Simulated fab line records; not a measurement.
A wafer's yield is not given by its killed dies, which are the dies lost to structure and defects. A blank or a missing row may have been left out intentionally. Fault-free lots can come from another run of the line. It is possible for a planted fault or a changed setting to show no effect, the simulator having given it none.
fab line records	flow n5_finfet
record lots=7	wafers=39
route steps=1938 shown DUMMY_GATE@220 SD_EPI_N@288 SD_EPI_P@321 SD_ACTIVATION@330 MOL_CONTACT_COAG@581
start_h: hours from the record's opening day to when the first of the lot's shown wafers began	wait_h: hours since the lot's step before	" unchanged from the row above	L1.1+2: several wafers, shown together as one row	- value missing, or start not given	* or withheld: withheld	< > ~ a bound
route shown NAME@n: a module of which the file shows steps, and the number in the route of the first	usual: mean/standard deviation of fault-free wafers	same: alike in all rows	chamber/n: place in a boat	sites: per-site readings	_std_site: how widely they spread, as a standard deviation	_edge_site: outer sites' mean less inner sites'	radius_mm: for every site, how far away it sits from the centre of the wafer	mask NAME#n: copy n	behind: the last tool/chamber to shape the wafer	hold: the reason the lot was held/the length of the hold in hours/how it ended	device: whichever transistor did not switch (one of n, p or np)	end of line: at the end of the route, the tests of the same wafers	a step without rows: its recipe alone	killed: dies that structure and defects cost at the first sort, which is not the same as the wafer's yield	map: the dies of a wafer, with x for killed, . for not killed, _ for no die there
set.NAME: the setting the step ran with; set.NAME@STEP: the setting that earlier step ran with	model.NAME: the simulator's own value behind a step, which no gauge read
lots with deliberately changed settings; one table per step, one row per wafer
## steps
# step N5_DUMMY_GATE_HM_DEP_06
# recipe material=SiNx	target_thk_a=800	precursor=DCS/NH3	temp_c=700	pressure_mtorr=300	time_s=5141
lot.wafer	tool	chamber	start_h	wait_h	set.time_s	model.SiNx_of_DUMMY_GATE_HM_DEP_06.thk_nm
L078.1	-	-	-	0.0	5417	82.8
L078.2	"	-	"	"	5417	82.2
L078.3	"	-	"	"	5417	82.6
L078.4+5+6	"	-	"	"	5417	83
L079.1+2	-	-	-	0.0	4625	71.2
L079.3+4+6	"	-	"	"	4625	71.6
L079.5	"	-	"	"	4625	71.8
L080.1	-	-	-	0.0	5826	88.4
L080.2+6	"	-	"	"	5826	88.8
L080.3	"	-	"	"	5826	89.6
L080.4	"	-	"	"	5826	88.6
L080.5	"	-	"	"	5826	89
L083.1	-	-	-	0.0	5141	78.4
L083.2	"	-	"	"	5141	78.6
L083.3	"	-	"	"	5141	79
L083.4	"	-	"	"	5141	79.4
L083.5+6	"	-	"	"	5141	78.2
L086.2	lpcvd-01	1/45	118.09	0.0	5141	78.8
L086.3	"	1/50	"	"	5141	78.6
L086.5	"	1/59	"	"	5141	79.4
L088.1+2	-	-	-	3.3	5875	92.4
L088.3	"	-	"	"	5875	91.6
L088.4	"	-	"	"	5875	91.8
L088.5	"	-	"	"	5875	92.2
L088.6	"	-	"	"	5875	92.8
L096.1+2+5	-	-	-	0.0	5822	91.4
L096.3+4+6	"	-	"	"	5822	91
# step N5_DUMMY_GATE_ETCH_37
# recipe chemistry=N2/H2	target=SOC	target_depth_a=600	overetch_a=300	temp_c=40	ion_energy_ev=200	pressure_mtorr=30	source_w=840	bias_w=150	n2_flow_sccm=200	h2_flow_sccm=200
# usual rf_vpp_V=522.9/2.8
lot.wafer	tool	chamber	start_h	wait_h	set.source_w	rf_vpp_V	model.SiARC_of_DUMMY_GATE_COAT_35.thk_nm
L078.1	rie_diel-06	3	72.70	0.0	840	521.8	5.2
L078.2	"	1	"	"	840	519.2	4.8
L078.3	"	2	"	"	696.5	560.1	5.8
L078.4	"	0	"	"	840	524.2	5
L078.5	"	3	"	"	696.5	553.9	5.6
L078.6	"	0	"	"	696.5	557.2	5.6
L079.1	rie_diel-01	3	80.43	0.0	840	522.1	5.2
L079.2	"	1	"	"	935.3	505.0	4.6
L079.3	"	2	"	"	935.3	506.3	4.6
L079.4	"	0	"	"	840	523.2	5
L079.5	"	0	"	"	935.3	505.5	4.8
L079.6	"	1	"	"	840	523.0	5
L080.1	rie_diel-01	3	81.90	0.0	728.4	548.9	5.6
L080.2	"	0	"	"	728.4	548.1	5.4
L080.3	"	2	"	"	728.4	551.2	5.4
L080.4	"	1	"	"	840	523.8	5
L080.5	"	0	"	"	840	523.0	5
L080.6	"	3	"	"	840	522.7	5
L083.1	rie_diel-02	1	102.11	0.0	840	527.8	5.2
L083.2	"	2	"	"	840	518.4	5
L083.3	"	0	"	"	840	520.5	5.2
L083.4	"	1	"	"	840	527.6	5.2
L083.5	"	2	"	"	840	520.4	5.2
L083.6	"	0	"	"	840	520.1	5.2
L086.2	rie_diel-02	0	125.52	0.0	840	519.1	5.2
L086.3	"	3	"	"	840	521.1	5
L086.5	"	0	"	"	840	520.4	5.2
L088.1	rie_diel-01	3	136.35	0.0	840	522.6	5.2
L088.2	"	2	"	"	840	523.9	5
L088.3	"	0	"	"	777.7	537.1	5.2
L088.4	"	1	"	"	777.7	538.1	5.2
L088.5	"	1	"	"	840	524.0	5
L088.6	"	2	"	"	777.7	537.7	5.2
L096.1	rie_diel-01	2	181.69	0.0	737.7	547.5	5.4
L096.2	"	3	"	"	840	522.7	5.2
L096.3	"	1	"	"	840	522.1	5.2
L096.4	"	0	"	"	737.7	546.1	5.4
L096.5	"	1	"	"	840	523.4	5.2
L096.6	"	2	"	"	737.7	548.2	5.4
# step N5_SD_EPI_N_EPI_21
# recipe material=Si:P	dopant=P	temp_c=680	pressure_torr=255	time_s=690
lot.wafer	tool	chamber	start_h	wait_h	set.pressure_torr	model.Si-P_of_SD_EPI_N_EPI_21.thk_nm
L078.1	epi_rpcvd-02	0	76.35	0.1	205.6	54.4
L078.2+3+4	"	0	"	"	205.6	54
L078.5	"	0	"	"	205.6	53
L078.6	"	0	"	"	205.6	53.6
L079.1+4	epi_rpcvd-04	0	84.76	0.2	255	57.6
L079.2	"	0	"	"	255	58.2
L079.3	"	0	"	"	255	57.8
L079.5	"	0	"	"	255	58.4
L079.6	"	0	"	"	255	58
L080.1	epi_rpcvd-02	0	86.43	0.1	223.6	55.6
L080.2	"	0	"	"	223.6	55.8
L080.3+5	"	0	"	"	223.6	56.4
L080.4	"	0	"	"	223.6	56
L080.6	"	0	"	"	223.6	56.2
L083.1+4	epi_rpcvd-04	0	106.76	0.2	255	58.2
L083.2	"	0	"	"	255	58.6
L083.3	"	0	"	"	255	57.2
L083.5	"	0	"	"	255	57.6
L083.6	"	0	"	"	255	58
L086.2	epi_rpcvd-02	0	129.71	0.4	255	59.8
L086.3	"	0	"	"	255	58.6
L086.5	"	0	"	"	255	59.6
L088.1+2+3+4	epi_rpcvd-04	0	140.22	0.1	255	58.2
L088.5	"	0	141.34	1.1	255	58
L088.6	"	0	"	"	255	58.4
L096.1	epi_rpcvd-04	0	185.65	0.1	210.1	54.2
L096.2	"	0	"	"	210.1	53.6
L096.3	"	0	"	"	210.1	53.4
L096.4	"	0	"	"	210.1	54.4
L096.5+6	"	0	"	"	210.1	54
# step N5_SD_EPI_N_PRECLEAN_24
# recipe chemistry=O3/DIW	time_s=60	temp_c=22	o3_ppm=10
# step N5_SD_EPI_P_EPI_21
# recipe material=SiGe:B	dopant=B	temp_c=550	pressure_torr=20	ambient=H2	time_s=355
# step N5_SD_EPI_P_HM_STRIP_48
# recipe chemistry=H3PO4	temp_c=160	material=SiNx	target=SiNx	target_depth_a=30	overetch_fraction=0.3
lot.wafer	tool	chamber	start_h	wait_h	set.pressure_torr@SD_EPI_N_EPI_21	model.Si-P_of_SD_EPI_N_EPI_21.thk_nm
L078.1	wet_bench-01	2	83.10	0.0	205.6	53.8
L078.2+3+4	"	3,7,4	"	"	205.6	53.4
L078.5	"	1	"	"	205.6	52.4
L078.6	"	0	"	"	205.6	53
L079.1+4	wet_bench-01	2,0	92.39	0.0	255	57
L079.2+6	"	1,6	"	"	255	57.4
L079.3	"	3	"	"	255	57.2
L079.5	"	7	"	"	255	57.6
L080.1	wet_bench-03	6	92.98	0.0	223.6	55
L080.2	"	7	"	"	223.6	55.2
L080.3+5	"	3,2	"	"	223.6	55.8
L080.4+6	"	5,4	"	"	223.6	55.4
L083.1+4	wet_bench-05	5,2	113.66	0.0	255	57.6
L083.2	"	3	"	"	255	57.8
L083.3	"	4	"	"	255	56.6
L083.5	"	6	"	"	255	56.8
L083.6	"	1	"	"	255	57.4
L086.2+5	wet_bench-01	2,5	135.87	0.0	255	59
L086.3	"	6	"	"	255	58
L088.1+2+4+6	wet_bench-03	0,7,5,6	146.44	0.0	255	57.6
L088.3+5	"	4,3	"	"	255	57.4
L096.1	wet_bench-03	6	192.58	0.0	210.1	53.6
L096.2	"	5	"	"	210.1	53
L096.3	"	3	"	"	210.1	52.8
L096.4	"	2	"	"	210.1	53.8
L096.5+6	"	4,1	"	"	210.1	53.4
# step N5_SD_EPI_P_SRD_49
# recipe dry=ipa_marangoni	time_s=30	temp_c=23	rinse_liquid=diw
# step N5_SD_EPI_P_PRECLEAN_24
# recipe chemistry=O3/DIW	time_s=45	temp_c=22	o3_ppm=10
# step N5_SD_ACTIVATION_RTA_00
# recipe temp_c=975	time_s=0	ambient=N2	idle_temp_c=600	ramp_up_c_per_s=150	ramp_down_c_per_s=60	cool_to_c=600
# step N5_SD_ACTIVATION_LSA_01
# recipe temp_c=1080	time_s=0.0008	ambient=N2
# step N5_SD_ACTIVATION_RS_MEAS_03
# recipe thk_meas_gauge=four-point-probe
# usual RS_SD_N=21.99/0.3	RS_SD_P=56.3/0.82
lot.wafer	tool	chamber	start_h	wait_h	set.pressure_torr@SD_EPI_N_EPI_21	RS_SD_N[ohm/sq]	RS_SD_P[ohm/sq]
L078.1	film_metro-02	-	83.67	0.2	205.6	24.35	56.7
L078.2	"	-	"	"	205.6	24.20	57.4
L078.3	"	-	"	"	205.6	24.32	57.0
L078.4	"	-	"	"	205.6	24.53	56.4
L078.5	"	-	"	"	205.6	24.82	56.7
L078.6	"	-	"	"	205.6	24.38	56.8
L079.1	film_metro-02	-	92.96	0.2	255	22.52	57.0
L079.2	"	-	"	"	255	22.22	56.3
L079.3	"	-	"	"	255	22.35	57.8
L079.4	"	-	"	"	255	22.52	56.4
L079.5	"	-	"	"	255	22.35	56.8
L079.6	"	-	"	"	255	22.28	56.0
L080.1	film_metro-01	-	93.56	0.2	223.6	23.52	57.2
L080.2	"	-	"	"	223.6	23.53	56.4
L080.3	"	-	"	"	223.6	23.29	56.6
L080.4	"	-	"	"	223.6	23.52	56.2
L080.5	"	-	"	"	223.6	23.30	57.0
L080.6	"	-	"	"	223.6	23.62	57.0
L083.1	film_metro-02	-	114.23	0.2	255	22.43	55.8
L083.2	"	-	"	"	255	22.21	55.9
L083.3	"	-	"	"	255	22.76	55.9
L083.4	"	-	"	"	255	22.41	56.2
L083.5	"	-	"	"	255	22.70	56.3
L083.6	"	-	"	"	255	22.51	56.2
L086.2	film_metro-02	-	136.66	0.2	255	21.73	54.9
L086.3	"	-	"	"	255	21.97	55.6
L086.5	"	-	"	"	255	21.73	55.0
L088.1	film_metro-01	-	147.02	0.2	255	22.16	56.3
L088.2	"	-	"	"	255	22.10	56.0
L088.3	"	-	"	"	255	22.23	55.9
L088.4	"	-	"	"	255	22.35	56.1
L088.5	"	-	"	"	255	22.14	56.0
L088.6	"	-	"	"	255	22.25	55.5
L096.1	film_metro-01	-	193.14	0.2	210.1	24.19	56.9
L096.2	"	-	"	"	210.1	24.65	57.0
L096.3	"	-	"	"	210.1	24.87	55.4
L096.4	"	-	"	"	210.1	24.20	56.1
L096.5	"	-	"	"	210.1	24.39	56.0
L096.6	"	-	"	"	210.1	24.49	56.4
# step N5_MOL_CONTACT_COAG_ETCH_91
# recipe chemistry=N2/H2	target=SOC	target_depth_a=600	overetch_a=210	mask_material=SiARC	temp_c=40	time_s=101.2	ion_energy_ev=200	pressure_mtorr=30	source_w=840	bias_w=150	n2_flow_sccm=200	h2_flow_sccm=200
# usual rf_vpp_V=524.1/2.2
lot.wafer	tool	chamber	start_h	wait_h	set.source_w	rf_vpp_V
L078.1	rie_diel-03	1	122.56	0.0	840	522.9
L078.2	"	0	"	"	776.2	534.6
L078.3	"	2	"	"	776.2	537.4
L078.4	"	3	"	"	776.2	535.0
L078.5	"	2	"	"	840	523.1
L078.6	"	3	"	"	840	522.4
L079.1	rie_diel-03	1	133.03	0.0	682.6	558.9
L079.2	"	3	"	"	682.6	559.9
L079.3	"	2	"	"	840	522.7
L079.4	"	0	"	"	682.6	556.2
L079.5	"	3	"	"	840	520.9
L079.6	"	2	"	"	840	521.7
L080.1	rie_diel-05	2	133.59	0.0	840	525.6
L080.2	"	1	"	"	840	527.0
L080.3	"	0	"	"	840	525.1
L080.4	"	3	"	"	840	523.3
L080.5	"	3	"	"	840	522.0
L080.6	"	2	"	"	840	523.9
L083.1	rie_diel-05	3	153.65	0.0	840	521.9
L083.2	"	0	"	"	840	524.7
L083.3	"	1	"	"	840	527.4
L083.4	"	2	"	"	840	525.2
L083.5	"	3	"	"	840	522.3
L083.6	"	2	"	"	840	524.8
L086.2	rie_diel-05	2	174.91	0.0	840	524.4
L086.3	"	3	"	"	840	522.8
L086.5	"	1	"	"	840	527.0
L088.1	rie_diel-03	2	187.40	0.0	840	521.7
L088.2	"	3	"	"	909	508.9
L088.3	"	0	"	"	909	514.2
L088.4	"	1	"	"	840	524.0
L088.5	"	0	"	"	840	529.0
L088.6	"	3	"	"	909	510.4
L096.1	rie_diel-03	0	237.15	0.0	962.5	504.1
L096.2	"	1	"	"	840	522.1
L096.3	"	2	"	"	840	521.8
L096.4	"	3	"	"	962.5	498.9
L096.5	"	3	"	"	962.5	498.8
L096.6	"	2	"	"	840	522.2
## key
split step=N5_DUMMY_GATE_HM_DEP_06	setting=time_s	stated=5141	by=lot
response step=N5_DUMMY_GATE_HM_DEP_06	reading=model.SiNx_of_DUMMY_GATE_HM_DEP_06.thk_nm	change=+0.832	per=1%	r=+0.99
split step=N5_DUMMY_GATE_ETCH_37	setting=source_w	stated=840	by=wafer
response step=N5_DUMMY_GATE_ETCH_37	reading=rf_vpp_V	change=-1.94	per=1%	r=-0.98
response step=N5_DUMMY_GATE_ETCH_37	reading=model.SiARC_of_DUMMY_GATE_COAT_35.thk_nm	change=-0.0319	per=1%	r=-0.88
split step=N5_SD_EPI_N_EPI_21	setting=pressure_torr	stated=255	by=lot
response step=N5_SD_EPI_N_EPI_21	reading=model.Si-P_of_SD_EPI_N_EPI_21.thk_nm	change=+0.226	per=1%	r=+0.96
response step=N5_SD_EPI_P_HM_STRIP_48	reading=model.Si-P_of_SD_EPI_N_EPI_21.thk_nm	change=+0.223	per=1%	r=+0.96
response step=N5_SD_ACTIVATION_RS_MEAS_03	reading=RS_SD_N	change=-0.114	per=1%	r=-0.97
split step=N5_MOL_CONTACT_COAG_ETCH_91	setting=source_w	stated=840	by=wafer
response step=N5_MOL_CONTACT_COAG_ETCH_91	reading=rf_vpp_V	change=-1.75	per=1%	r=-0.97
